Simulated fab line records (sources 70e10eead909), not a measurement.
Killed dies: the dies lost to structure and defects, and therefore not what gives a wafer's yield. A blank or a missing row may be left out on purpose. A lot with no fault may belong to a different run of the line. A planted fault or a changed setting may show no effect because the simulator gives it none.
fab line records + flow nand-harc
record:
- lots: 6
- wafers: 18
- last-day: 31
route steps=1302 shown A_M1@1181 END@1302
lots with no fault: from the same line, run without faults
start-h: hours from the record's opening day to when the first of the lot's shown wafers began + wait-h: how many hours have passed since the lot's step before this one + " unchanged from the row above + L1.1+2: several wafers, shown together as one row + - either no value or no given start + * or withheld: withheld + < > ~ a bound
route shown NAME@n: a module of which the file shows steps, and the number in the route of the first + usual: average and standard deviation across the fault-free wafers + same: alike in all rows + chamber/n: place in a boat + sites: per-site readings + _std_site: the standard deviation of these + _edge_site: the outer-site mean with the inner-site mean subtracted + radius-mm: for every site, how far away it sits from the centre of the wafer + mask NAME#n: copy n + behind: tool/chamber where the wafer was last shaped + hold: why the lot went on hold/how many hours it stayed there/how the hold came to an end + device: the transistor (n, p or np) that didn't switch + end of line: the same wafers' tests at the end of the route + a step without rows: its recipe alone + killed: the dies lost at the first sort to structure and to defects; this is not the yield of the wafer + map: shows each die of a wafer: x if killed, . if not, _ if none is there
set.NAME: the setting as run; set.NAME@STEP: as run at that earlier step + model.NAME: the simulator's own value behind a step, which no gauge read
a table for each step, a row for each wafer; lots at some steps of the route
services: when a tool's chamber went out of use (start-h, in hours from the record's first day, below 0 if earlier), for how many hours, and the reason
== steps ==
step: NHARC_A_M1_INSPECT_11
usual:
- raw-defect-count: 81/34
| lot.wafer | tool              | chamber | start-h | wait-h | raw-defect-count |
|-----------|-------------------|---------|---------|--------|------------------|
| L468.1    | defect-inspect-02 | -       | 546.57  | 0.0    | 119              |
| L468.2    | "                 | -       | "       | "      | 100              |
| L468.5    | "                 | -       | "       | "      | 109              |
| L471.2    | defect-inspect-01 | -       | 574.57  | 0.0    | 63               |
| L471.3    | "                 | -       | "       | "      | 79               |
| L471.6    | "                 | -       | "       | "      | 71               |
| L479.2    | defect-inspect-02 | -       | 670.88  | 0.0    | 39               |
| L479.3    | "                 | -       | "       | "      | 55               |
| L479.4    | "                 | -       | "       | "      | 53               |
| L480.1    | defect-inspect-01 | -       | 674.53  | 0.0    | 27               |
| L480.2    | "                 | -       | "       | "      | 32               |
| L480.4    | "                 | -       | "       | "      | 28               |
| L484.4    | defect-inspect-01 | -       | 702.28  | 0.0    | 89               |
| L484.5    | "                 | -       | "       | "      | 118              |
| L484.6    | "                 | -       | "       | "      | 126              |
| L485.2    | defect-inspect-02 | -       | 705.86  | 0.0    | 57               |
| L485.3    | "                 | -       | "       | "      | 73               |
| L485.5    | "                 | -       | "       | "      | 76               |
step: NHARC_A_M1_DESCUM_14
recipe:
- time-s: 3
- o2-flow-sccm: 200
- ar-flow-sccm: 0
- bias-power-w: 0
- chemistry: O2
usual:
- drypump-motor-current-A: 5.6/0.31
- mfc-ar-sccm: 0.009/0.0078
- oes-product-au: 0.999/0.0095
- rf-vpp-V: 57.6/0.94
- showerhead-plenum-p-Torr: 1.88/0.083
- throttle-valve-pct: 11.310/0.0096
| lot.wafer | tool        | chamber | start-h | wait-h | drypump-motor-current-A | mfc-ar-sccm | oes-product-au | rf-hours-counter-h | rf-vpp-V | showerhead-plenum-p-Torr | throttle-valve-pct |
|-----------|-------------|---------|---------|--------|-------------------------|-------------|----------------|--------------------|----------|--------------------------|--------------------|
| L468.2    | rie-diel-04 | 3       | 546.63  | 0.1    | 5.2                     | 0           | 1.013          | 0                  | 56.7     | 2.00                     | 11.310             |
| L468.1    | "           | 0       | "       | "      | 5.3                     | 0.011       | 0.998          | 0                  | 58.0     | 1.83                     | 11.306             |
| L468.5    | "           | 3       | "       | "      | 5.1                     | 0           | 0.990          | -                  | 59.0     | 2.00                     | 11.313             |
| L471.3    | rie-diel-08 | 0       | 574.63  | 0.1    | 5.4                     | 0.005       | 0.980          | 0.6                | 55.8     | 1.80                     | 11.335             |
| L471.2    | "           | 2       | "       | "      | 5.7                     | 0           | 1.002          | 0.5                | 58.1     | 1.82                     | 11.308             |
| L471.6    | "           | 1       | "       | "      | 6.0                     | 0.011       | 1.001          | -                  | 56.7     | 1.85                     | 11.300             |
| L479.3    | rie-diel-08 | 1       | 670.95  | 0.1    | 6.0                     | 0.011       | 0.984          | 4.6                | 57.6     | 1.84                     | 11.312             |
| L479.4    | "           | 2       | "       | "      | 5.6                     | 0           | 0.996          | 4.7                | 55.7     | 1.82                     | 11.318             |
| L479.2    | "           | 3       | "       | "      | 5.8                     | 0.008       | 0.989          | 5.4                | 57.8     | 1.97                     | 11.304             |
| L480.1    | rie-diel-08 | 2       | 674.59  | 0.1    | 5.6                     | 0           | 1.000          | 4.8                | 57.6     | 1.82                     | 11.323             |
| L480.4    | "           | 0       | "       | "      | 5.4                     | 0.005       | 0.988          | 5.3                | 56.6     | 1.80                     | 11.320             |
| L480.2    | "           | 1       | "       | "      | 6.0                     | 0.011       | 0.981          | 4.7                | 57.1     | 1.84                     | 11.326             |
| L484.4    | rie-diel-06 | 3       | 702.35  | 0.1    | 5.3                     | 0.021       | 1.007          | 3.0                | 56.6     | 1.78                     | 11.310             |
| L484.6    | "           | 2       | "       | "      | 5.7                     | 0.028       | 0.983          | -                  | 58.8     | 1.95                     | 11.315             |
| L484.5    | "           | 3       | "       | "      | 5.4                     | 0.021       | 1.001          | -                  | 55.8     | 1.78                     | 11.325             |
| L485.3    | rie-diel-04 | 3       | 705.92  | 0.1    | 5.1                     | 0           | 1.006          | 4.8                | 60.2     | 1.99                     | 11.303             |
| L485.2    | "           | 0       | "       | "      | 5.3                     | 0.011       | 0.996          | 5.0                | 56.5     | 1.82                     | 11.318             |
| L485.5    | "           | 3       | "       | "      | 5.1                     | 0           | 0.996          | -                  | 57.5     | 1.99                     | 11.319             |
step: NHARC_A_M1_ETCH_35
recipe:
- target-depth-a: 400
- overetch-a: 120
- time-s: 43.94
- ion-energy-ev: 200
- n2-flow-sccm: 150
- h2-flow-sccm: 150
- ar-flow-sccm: 0
- rf-w: 400
- bias-w: 150
- chemistry: N2/H2
step: NHARC_A_M1_ETCH_15
recipe:
- target-depth-a: 1825
- time-s: 91.2
- c4f8-flow-sccm: withheld
- ar-flow-sccm: 400
- rf-w: 600
- bias-w: 300
- chemistry: C4F8/Ar
step: NHARC_A_M1_CD_MEAS_16
usual:
- cd-nm: 119.9/0.79
| lot.wafer | tool      | chamber | start-h | wait-h | cd-nm |
|-----------|-----------|---------|---------|--------|-------|
| L468.1    | cd-sem-01 | -       | 546.93  | -      | 119.3 |
| L468.2    | "         | -       | "       | "      | 120.8 |
| L468.5    | "         | -       | "       | "      | 119.4 |
| L471.2    | cd-sem-02 | -       | 574.94  | -      | 120.7 |
| L471.3    | "         | -       | "       | "      | 119.9 |
| L471.6    | "         | -       | "       | "      | 119.9 |
| L479.2    | cd-sem-02 | -       | 671.24  | -      | 120.6 |
| L479.3    | "         | -       | "       | "      | 120.0 |
| L479.4    | "         | -       | "       | "      | 119.5 |
| L480.1    | cd-sem-02 | -       | 674.90  | -      | 121.3 |
| L480.2    | "         | -       | "       | "      | 119.0 |
| L480.4    | "         | -       | "       | "      | 120.3 |
| L484.4    | cd-sem-01 | -       | 702.65  | -      | 119.9 |
| L484.5    | "         | -       | "       | "      | 118.2 |
| L484.6    | "         | -       | "       | "      | 119.7 |
| L485.2    | cd-sem-01 | -       | 706.23  | -      | 119.1 |
| L485.3    | "         | -       | "       | "      | 120.5 |
| L485.5    | "         | -       | "       | "      | 120.2 |
step: NHARC_A_M1_STRIP_18
recipe:
- power-w: 1000
- n2-flow-sccm: 150
- h2-flow-sccm: 150
- ar-flow-sccm: 0
- bias-w: 0
- chemistry: N2/H2
step: NHARC_A_M1_ETCH_28
recipe:
- target-depth-a: 300
- over-etch-frac: 0.3
- time-s: 72.99
- ion-energy-ev: 150
- cf4-flow-sccm: 50
- n2-flow-sccm: 100
- ar-flow-sccm: 150
- rf-w: 300
- bias-w: 100
- chemistry: CF4/N2
usual:
- drypump-motor-current-A: 5.7/0.33
- mfc-ar-sccm: 150.0/0.44
- n2-flow-sccm: 99.9/0.32
- oes-product-au: 1.001/0.01
- rf-fwd-power-W: 297.6/1.3
- rf-vpp-V: 313.4/2
- showerhead-plenum-p-Torr: 2.58/0.11
- throttle-valve-pct: 19.792/0.0084
| lot.wafer | tool        | chamber | start-h | wait-h | drypump-motor-current-A | mfc-ar-sccm | n2-flow-sccm | oes-product-au | rf-fwd-power-W | rf-hours-counter-h | rf-vpp-V | showerhead-plenum-p-Torr | throttle-valve-pct |
|-----------|-------------|---------|---------|--------|-------------------------|-------------|--------------|----------------|----------------|--------------------|----------|--------------------------|--------------------|
| L468.1    | rie-diel-06 | 1       | -       | -      | 6.3                     | 150.0       | 99.7         | 1.004          | 299.7          | 5.5                | 311.9    | 2.47                     | 19.789             |
| L468.2    | "           | 2       | "       | "      | 5.7                     | 150.1       | 100.0        | 1.018          | 297.5          | 5.0                | 315.9    | 2.67                     | 19.792             |
| L468.5    | "           | 1       | "       | "      | 6.3                     | 150.4       | 99.4         | 1.007          | 298.7          | -                  | 312.9    | 2.47                     | 19.785             |
| L471.3    | rie-diel-04 | 3       | -       | -      | 5.1                     | 150.0       | 100.1        | 1.001          | 297.3          | 1.1                | 314.5    | 2.73                     | 19.796             |
| L471.2    | "           | 0       | "       | "      | 5.3                     | 150.6       | 99.9         | 1.008          | 300.0          | 0.9                | 314.0    | 2.51                     | 19.787             |
| L471.6    | "           | 2       | "       | "      | 5.7                     | 150.4       | 100.1        | 0.992          | 299.1          | -                  | 316.1    | 2.76                     | 19.786             |
| L479.3    | rie-diel-06 | 3       | -       | -      | 5.4                     | 150.2       | 99.6         | 1.005          | 297.5          | 0.7                | 310.9    | 2.45                     | 19.798             |
| L479.4    | "           | 0       | "       | "      | 5.7                     | 149.8       | 99.9         | 1.013          | 295.5          | 0.4                | 314.1    | 2.59                     | 19.798             |
| L479.2    | "           | 2       | "       | "      | 5.7                     | 150.9       | 100.1        | 0.987          | 297.4          | 0.7                | 313.5    | 2.67                     | 19.797             |
| L480.2    | rie-diel-04 | 3       | -       | -      | 5.2                     | 149.7       | 99.9         | 1.006          | 297.3          | 3.7                | 318.2    | 2.73                     | 19.790             |
| L480.1    | "           | 0       | "       | "      | 5.3                     | 150.0       | 99.9         | 1.008          | 298.4          | 3.7                | 312.6    | 2.51                     | 19.783             |
| L480.4    | "           | 2       | "       | "      | 5.7                     | 150.0       | 100.1        | 1.017          | 296.8          | -                  | 316.1    | 2.76                     | 19.791             |
| L484.4    | rie-diel-06 | 0       | -       | -      | 5.7                     | 150.2       | 99.5         | 1.012          | 295.5          | 3.1                | 313.3    | 2.59                     | 19.791             |
| L484.5    | "           | 0       | "       | "      | 5.7                     | 149.8       | 100.1        | 1.005          | 295.5          | -                  | 314.1    | 2.59                     | 19.803             |
| L484.6    | "           | 1       | "       | "      | 6.3                     | 149.3       | 100.1        | 0.994          | 297.7          | -                  | 310.6    | 2.47                     | 19.795             |
| L485.3    | rie-diel-06 | 3       | -       | -      | 5.4                     | 150.1       | 99.9         | 1.009          | 298.7          | 3.2                | 310.7    | 2.45                     | 19.778             |
| L485.2    | "           | 0       | "       | "      | 5.8                     | 149.8       | 99.7         | 0.995          | 296.0          | 3.2                | 314.2    | 2.59                     | 19.787             |
| L485.5    | "           | 2       | "       | "      | 5.7                     | 150.1       | 99.9         | 0.990          | 296.6          | -                  | 315.4    | 2.67                     | 19.781             |
step: NHARC_A_M1_STRIP_19
recipe:
- time-s: 600
- temp-c: 30
- chemistry: post-etch-residue-remover
step: NHARC_A_M1_DEGAS_29
recipe:
- temp-c: 250
- time-s: 60
usual:
- heater-power-w: 329/29
| lot.wafer | tool           | chamber | start-h | wait-h | heater-power-w |
|-----------|----------------|---------|---------|--------|----------------|
| L468.1    | pvd-sputter-03 | -       | 547.67  | -      | 308            |
| L468.2    | "              | -       | "       | "      | 340            |
| L468.5    | "              | -       | "       | "      | 289            |
| L471.2    | pvd-sputter-01 | -       | 575.69  | -      | 301            |
| L471.3    | "              | -       | "       | "      | 339            |
| L471.6    | "              | -       | "       | "      | 336            |
| L479.4    | pvd-sputter-03 | -       | 671.96  | -      | 312            |
| L479.3    | "              | -       | "       | "      | 296            |
| L479.2    | "              | -       | "       | "      | 315            |
| L480.2    | pvd-sputter-01 | -       | 675.67  | -      | 379            |
| L480.1    | "              | -       | "       | "      | 285            |
| L480.4    | "              | -       | "       | "      | 338            |
| L484.4    | pvd-sputter-01 | -       | 703.38  | -      | 345            |
| L484.5    | "              | -       | "       | "      | 378            |
| L484.6    | "              | -       | "       | "      | 293            |
| L485.3    | pvd-sputter-01 | -       | 706.94  | -      | 334            |
| L485.2    | "              | -       | "       | "      | 342            |
| L485.5    | "              | -       | "       | "      | 330            |
step: NHARC_A_M1_PRE_CLEAN_30
recipe:
- time-s: 30
- temp-c: 280
- gas: H2/He
step: NHARC_A_M1_PVD_20
recipe:
- target-thk-a: 50
- bias-v: 168.6
- power-w: 15000
- chamber-pressure-pa: 0.12
- time-s: 8.06
- substrate-temp-c: 50
- material: TaN
usual:
- substrate-temp-c: 50.00/0.1
- throttle-valve-pct: 29.8/1.2
| lot.wafer | tool           | chamber | start-h | wait-h | substrate-temp-c | throttle-valve-pct |
|-----------|----------------|---------|---------|--------|------------------|--------------------|
| L468.1    | pvd-sputter-03 | -       | -       | -      | 50.05            | 29.2               |
| L468.2    | "              | -       | "       | "      | 50.05            | 29.3               |
| L468.5    | "              | -       | "       | "      | 50.10            | 30.7               |
| L471.2    | pvd-sputter-01 | -       | -       | -      | 50.08            | 31.0               |
| L471.3    | "              | -       | "       | "      | 50.07            | 28.9               |
| L471.6    | "              | -       | "       | "      | 49.98            | 31.5               |
| L479.4    | pvd-sputter-03 | -       | -       | -      | 49.95            | 30.6               |
| L479.3    | "              | -       | "       | "      | 50.10            | 29.4               |
| L479.2    | "              | -       | "       | "      | 49.97            | 28.8               |
| L480.4    | pvd-sputter-01 | -       | -       | -      | 49.89            | 32.0               |
| L480.2    | "              | -       | "       | "      | 50.11            | 30.1               |
| L480.1    | "              | -       | "       | "      | 49.94            | 31.5               |
| L484.4    | pvd-sputter-01 | -       | -       | -      | 49.90            | 29.5               |
| L484.6    | "              | -       | "       | "      | 50.07            | 31.3               |
| L484.5    | "              | -       | "       | "      | 49.98            | 29.3               |
| L485.3    | pvd-sputter-01 | -       | -       | -      | 49.96            | 30.2               |
| L485.2    | "              | -       | "       | "      | 50.01            | 31.5               |
| L485.5    | "              | -       | "       | "      | 50.06            | 29.3               |
step: NHARC_A_M1_PVD_21
recipe:
- target-thk-a: 300
- chamber-pressure-pa: 5
- power-w: 5000
- substrate-temp-c: 30
- time-s: 20.49
- material: Cu
usual:
- substrate-temp-c: 30.00/0.11
- throttle-valve-pct: 29.8/1.2
| lot.wafer | tool           | chamber | start-h | wait-h | substrate-temp-c | throttle-valve-pct |
|-----------|----------------|---------|---------|--------|------------------|--------------------|
| L468.1    | pvd-sputter-03 | -       | -       | -      | 30.07            | 30.7               |
| L468.2    | "              | -       | "       | "      | 29.93            | 29.1               |
| L468.5    | "              | -       | "       | "      | 30.15            | 31.0               |
| L471.2    | pvd-sputter-01 | -       | -       | -      | 29.93            | 30.8               |
| L471.3    | "              | -       | "       | "      | 30.15            | 31.8               |
| L471.6    | "              | -       | "       | "      | 29.92            | 30.9               |
| L479.3    | pvd-sputter-03 | -       | -       | -      | 30.10            | 29.1               |
| L479.4    | "              | -       | "       | "      | 30.00            | 30.6               |
| L479.2    | "              | -       | "       | "      | 29.95            | 29.7               |
| L480.1    | pvd-sputter-01 | -       | -       | -      | 29.80            | 29.1               |
| L480.2    | "              | -       | "       | "      | 29.98            | 31.9               |
| L480.4    | "              | -       | "       | "      | 29.93            | 31.4               |
| L484.4    | pvd-sputter-01 | -       | -       | -      | 29.99            | 28.8               |
| L484.5    | "              | -       | "       | "      | 30.00            | 30.1               |
| L484.6    | "              | -       | "       | "      | 29.91            | 31.3               |
| L485.2    | pvd-sputter-01 | -       | -       | -      | 30.02            | 31.6               |
| L485.3    | "              | -       | "       | "      | 30.08            | 29.3               |
| L485.5    | "              | -       | "       | "      | 30.10            | 29.9               |
step: NHARC_A_M1_ECD_22
recipe:
- target-thk-a: 4000
- bath-temp-c: 25
- material: Cu
| lot.wafer  | tool      | chamber | start-h | wait-h |
|------------|-----------|---------|---------|--------|
| L468.2+1+5 | ecd-cu-02 | 0,1,1   | 548.03  | -      |
| L471.2+3+6 | ecd-cu-01 | 1,0,1   | 576.06  | -      |
| L479.2+3+4 | ecd-cu-02 | 0,1,0   | 672.38  | -      |
| L480.2+1+4 | ecd-cu-02 | 0,1,1   | 676.03  | -      |
| L484.4+5+6 | ecd-cu-01 | 1,1,0   | 703.82  | -      |
| L485.2+3+5 | ecd-cu-01 | 1,0,1   | 707.30  | -      |
step: NHARC_A_M1_ANNEAL_31
recipe:
- temp-c: 225
- time-s: 90
step: NHARC_A_M1_CMP_23
recipe:
- t-overpolish-s: 20
- target-thk-nm: 154.34
usual:
- motor-current-A: 11.3/1.2
- time-to-endpoint-s: 28.1/2.5
same:
- t-overpolish-s: 20
| lot.wafer | tool   | chamber | start-h | wait-h | motor-current-A | time-to-endpoint-s |
|-----------|--------|---------|---------|--------|-----------------|--------------------|
| L468.2    | cmp-02 | 0       | 548.78  | -      | 14.2            | 34.0               |
| L468.1    | "      | 1       | "       | "      | 11.1            | 30.1               |
| L468.5    | "      | 3       | "       | "      | 13.2            | 30.6               |
| L471.2    | cmp-04 | 1       | 576.78  | -      | 11.3            | 27.0               |
| L471.3    | "      | 3       | "       | "      | 12.1            | 27.5               |
| L471.6    | "      | 1       | "       | "      | 11.6            | 27.9               |
| L479.2    | cmp-04 | 1       | 673.05  | -      | 10.8            | 26.7               |
| L479.3    | "      | 3       | "       | "      | 11.1            | 27.8               |
| L479.4    | "      | 0       | "       | "      | 9.9             | 16.0               |
| L480.2    | cmp-04 | 0       | 676.78  | -      | 9.4             | 31.9               |
| L480.1    | "      | 1       | "       | "      | 11.7            | 29.0               |
| L480.4    | "      | 2       | "       | "      | 9.8             | 12.5               |
| L484.4    | cmp-02 | 3       | 704.53  | -      | 13.1            | 33.2               |
| L484.6    | "      | 0       | "       | "      | 13.1            | 33.7               |
| L484.5    | "      | 1       | "       | "      | 10.6            | 30.3               |
| L485.3    | cmp-04 | 0       | 708.02  | -      | 9.8             | 31.9               |
| L485.2    | "      | 1       | "       | "      | 11.3            | 28.9               |
| L485.5    | "      | 1       | "       | "      | 12.3            | 26.7               |
step: NHARC_A_M1_THK_MEAS_24
recipe:
- thk-meas-gauge: xrf
usual:
- thk-nm: 154.0/1.4
| lot.wafer | tool          | chamber | start-h | wait-h | thk-nm |
|-----------|---------------|---------|---------|--------|--------|
| L468.1    | film-metro-01 | -       | 549.08  | -      | 155.4  |
| L468.2    | "             | -       | "       | "      | 154.5  |
| L468.5    | "             | -       | "       | "      | 156.6  |
| L471.2    | film-metro-02 | -       | 577.10  | -      | 154.5  |
| L471.3    | "             | -       | "       | "      | 153.1  |
| L471.6    | "             | -       | "       | "      | 153.0  |
| L479.2    | film-metro-02 | -       | 673.38  | -      | 154.6  |
| L479.3    | "             | -       | "       | "      | 154.4  |
| L479.4    | "             | -       | "       | "      | 156.6  |
| L480.1    | film-metro-02 | -       | 677.07  | -      | 152.4  |
| L480.2    | "             | -       | "       | "      | 153.3  |
| L480.4    | "             | -       | "       | "      | 152.8  |
| L484.4    | film-metro-02 | -       | 704.76  | -      | 155.5  |
| L484.5    | "             | -       | "       | "      | 154.0  |
| L484.6    | "             | -       | "       | "      | 154.2  |
| L485.2    | film-metro-01 | -       | 708.33  | -      | 152.5  |
| L485.3    | "             | -       | "       | "      | 152.4  |
| L485.5    | "             | -       | "       | "      | 153.5  |
step: NHARC_END_SORT_01
recipe:
- temp-c: 25
usual:
- defect-limited-yield: 91.2/2.8
- killed-at-array: 56/19
- killed-at-other: 0.8/1.1
- killed-at-periphery: 3.4/2.5
- killed-dies: 60/19
- killed-open: 2.9/1.7
- killed-short: 2.4/1.6
same:
- gross-dies: 677
| lot.wafer | tool      | chamber | start-h | wait-h | defect-limited-yield[%] | killed-at-array | killed-at-other | killed-at-periphery | killed-dies | killed-open | killed-short |
|-----------|-----------|---------|---------|--------|-------------------------|-----------------|-----------------|---------------------|-------------|-------------|--------------|
| L471.2    | prober-01 | 0       | 632.42  | 2.8    | 91.9                    | 52              | 1               | 2                   | 55          | 4           | 2            |
| L471.3    | prober-01 | 0       | 633.22  | 3.1    | 90.0                    | 64              | 3               | 1                   | 68          | 3           | 1            |
| L471.6    | prober-01 | 0       | 635.60  | 4.0    | 92.0                    | 52              | 2               | 0                   | 54          | 2           | 1            |
| L480.1    | prober-02 | 0       | 709.12  | 2.6    | 95.4                    | 28              | 0               | 3                   | 31          | 4           | 3            |
| L480.2    | prober-02 | 0       | 709.91  | 2.8    | 94.8                    | 31              | 1               | 3                   | 35          | 3           | 2            |
| L480.4    | prober-02 | 0       | 711.49  | 3.4    | 95.6                    | 27              | 1               | 2                   | 30          | 2           | 1            |
| L479.2    | prober-01 | 0       | 709.83  | 2.8    | 94.7                    | 36              | 0               | 0                   | 36          | 2           | 1            |
| L479.3    | prober-01 | 0       | 710.63  | 3.1    | 92.0                    | 49              | 0               | 5                   | 54          | 5           | 2            |
| L479.4    | prober-01 | 0       | 711.43  | 3.4    | 92.8                    | 45              | 0               | 4                   | 49          | 1           | 2            |
| L485.2    | prober-01 | 0       | 743.84  | 2.8    | 94.2                    | 35              | 2               | 2                   | 39          | 1           | 2            |
| L485.3    | prober-01 | 0       | 744.64  | 3.1    | 91.7                    | 50              | 1               | 5                   | 56          | 4           | 4            |
| L485.5    | prober-01 | 0       | 746.23  | 3.7    | 93.6                    | 42              | 0               | 1                   | 43          | 0           | 2            |
killed by level:class
L471.2 A_SLIT:chamber-film-flake=27 A_CHANNEL_HOLE_D2:chamber-film-flake=6 A_CHANNEL_HOLE_D1:chamber-film-flake=5 A_CHANNEL_FILL_D1:geometric-particle:open=2 A_CHANNEL_FILL_D2:geometric-particle:open=2 A_SGD_CUT:chamber-film-flake=2 A_DECK1_JOINT:chamber-film-flake=2 A_STAIRCASE:chamber-film-flake=2
L471.3 A_SLIT:chamber-film-flake=35 A_CHANNEL_HOLE_D2:chamber-film-flake=8 A_CHANNEL_HOLE_D1:chamber-film-flake=6 A_CONTACT:chamber-film-flake=4 A_SGD_CUT:chamber-film-flake=4 A_STAIRCASE:chamber-film-flake=3 THIN_TSV:chamber-film-flake=3 P_M0:geometric-particle:open=1
L471.6 A_SLIT:chamber-film-flake=27 A_CHANNEL_HOLE_D2:chamber-film-flake=10 A_CHANNEL_FILL_D2:chamber-film-flake=4 A_DECK1_JOINT:chamber-film-flake=3 A_SGD_CUT:chamber-film-flake=2 A_CONTACT:chamber-film-flake=2 A_ONON_D2:geometric-particle:short=1 A_CHANNEL_FILL_D2:geometric-particle:open=1
L480.1 A_CHANNEL_HOLE_D1:chamber-film-flake=8 A_CONTACT:chamber-film-flake=4 A_STAIRCASE:chamber-film-flake=4 P_GATE:chamber-film-flake=2 A_SLIT:chamber-film-flake=2 A_WL_FILL:chamber-film-flake=2 P_CONTACT:geometric-particle:open=1 A_ONON_D1:geometric-particle:short=1
L479.2 A_CHANNEL_HOLE_D2:chamber-film-flake=17 A_CONTACT:chamber-film-flake=4 A_CHANNEL_HOLE_D1:chamber-film-flake=3 A_SLIT:chamber-film-flake=3 A_M1:chamber-film-flake=3 A_DECK1_JOINT:chamber-film-flake=2 A_CHANNEL_HOLE_D1:geometric-particle:short=1 A_WL_FILL:geometric-particle:open=1
L480.2 A_CHANNEL_HOLE_D1:chamber-film-flake=13 A_SLIT:chamber-film-flake=5 A_STAIRCASE:chamber-film-flake=3 A_CONTACT:chamber-film-flake=3 P_GATE:chamber-film-flake=2 A_DECK1_JOINT:chamber-film-flake=2 P_CONTACT:geometric-particle:open=1 A_SOURCE_PLATE:geometric-particle:open=1
L479.3 A_CHANNEL_HOLE_D2:chamber-film-flake=22 A_CONTACT:chamber-film-flake=7 A_CHANNEL_HOLE_D1:chamber-film-flake=6 A_STAIRCASE:chamber-film-flake=4 A_SLIT:chamber-film-flake=3 A_ONON_D1:geometric-particle:short=2 A_M0:geometric-particle:open=2 P_ZERO_WELL:chamber-film-flake=2
L479.4 A_CHANNEL_HOLE_D2:chamber-film-flake=19 A_CHANNEL_HOLE_D1:chamber-film-flake=10 A_STAIRCASE:chamber-film-flake=5 A_SLIT:chamber-film-flake=4 A_CONTACT:chamber-film-flake=4 P_STI:chamber-film-flake=2 P_STI:geometric-particle:short=1 A_SOURCE_PLATE:geometric-particle:open=1
L480.4 A_CHANNEL_HOLE_D1:chamber-film-flake=10 A_CONTACT:chamber-film-flake=7 A_SLIT:chamber-film-flake=4 A_WL_FILL:chamber-film-flake=2 P_CONTACT:geometric-particle:open=1 A_WL_FILL:geometric-particle:short=1 A_M0:geometric-particle:open=1 P_GATE:chamber-film-flake=1
L485.2 A_CHANNEL_HOLE_D1:chamber-film-flake=20 A_SLIT:chamber-film-flake=9 P_M1:chamber-film-flake=2 THIN_TSV:chamber-film-flake=2 A_CHANNEL_FILL_D1:geometric-particle:open=1 A_CHANNEL_FILL_D1:geometric-particle:short=1 A_CONTACT:geometric-particle:short=1 A_CHANNEL_HOLE_D2:chamber-film-flake=1
L485.3 A_CHANNEL_HOLE_D1:chamber-film-flake=30 A_SLIT:chamber-film-flake=10 A_ONON_D1:geometric-particle:short=2 P_M1:chamber-film-flake=2 A_STAIRCASE:chamber-film-flake=2 P_CONTACT:geometric-particle:short=1 P_CONTACT:geometric-particle:open=1 P_M1:geometric-particle:open=1
L485.5 A_CHANNEL_HOLE_D1:chamber-film-flake=32 A_SLIT:chamber-film-flake=4 A_STAIRCASE:chamber-film-flake=2 A_ONON_D1:geometric-particle:short=1 A_M0:geometric-particle:short=1 P_M1:chamber-film-flake=1 A_ZERO_WELL:chamber-film-flake=1 A_CONTACT:chamber-film-flake=1
== services ==
| tool           | chamber | start-h | hours | kind   |
|----------------|---------|---------|-------|--------|
| pvd-sputter-03 | -       | 526.11  | 10.0  | pm     |
| rie-diel-04    | -       | 536.03  | 9.0   | pm     |
| cmp-04         | -       | 537.54  | 0.3   | repair |
| rie-diel-08    | -       | 544.80  | 9.0   | pm     |
| ecd-cu-01      | -       | 566.39  | 0.6   | repair |
| rie-diel-08    | 0       | 570.18  | 3.8   | repair |
| pvd-sputter-01 | -       | 582.02  | 10.0  | pm     |
| rie-diel-04    | 3       | 584.36  | 5.2   | repair |
| ecd-cu-02      | -       | 595.53  | 1.8   | repair |
| pvd-sputter-03 | -       | 602.86  | 2.8   | repair |
| cmp-04         | -       | 604.37  | 4.0   | pm     |
| cmp-04         | -       | 616.85  | 0.9   | repair |
| rie-diel-06    | 3       | 627.40  | 37.9  | repair |
| rie-diel-08    | 0       | 635.81  | 1.2   | repair |
| pvd-sputter-03 | -       | 638.27  | 7.2   | repair |
| rie-diel-06    | -       | 661.20  | 9.0   | pm     |
| rie-diel-04    | 2       | 666.35  | 6.9   | repair |
| rie-diel-04    | 1       | 669.01  | 21.1  | repair |
| ecd-cu-01      | -       | 681.20  | 1.5   | repair |
| pvd-sputter-03 | -       | 682.83  | 1.3   | repair |
| ecd-cu-02      | -       | 684.73  | 0.8   | repair |
| ecd-cu-01      | -       | 688.27  | 8.0   | pm     |
| cmp-04         | -       | 702.37  | 4.0   | pm     |
| pvd-sputter-03 | -       | 704.11  | 10.0  | pm     |
== key ==
first-sign:
- step: NHARC_A_M1_CMP_23
- reading: time-to-endpoint-s
- direction: down
- sigmas: 5.6
- usual: *
- struck: *
effect none on later readings
met-at NHARC_A_M1_ECD_22
struck-wafers L479.4,L480.4
onset-between 548.03 672.38
fault:
- kind: process-parameter-drift
- tool: ecd-cu-02
- chamber: -
- onset-h: 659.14
- steps: NHARC_A_M1_ECD_22
- channel: target-thk-a
- offset: *
- shape: step
- end-h: 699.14
- scope: struck-wafers-only
- acts-in: *
- stated: *
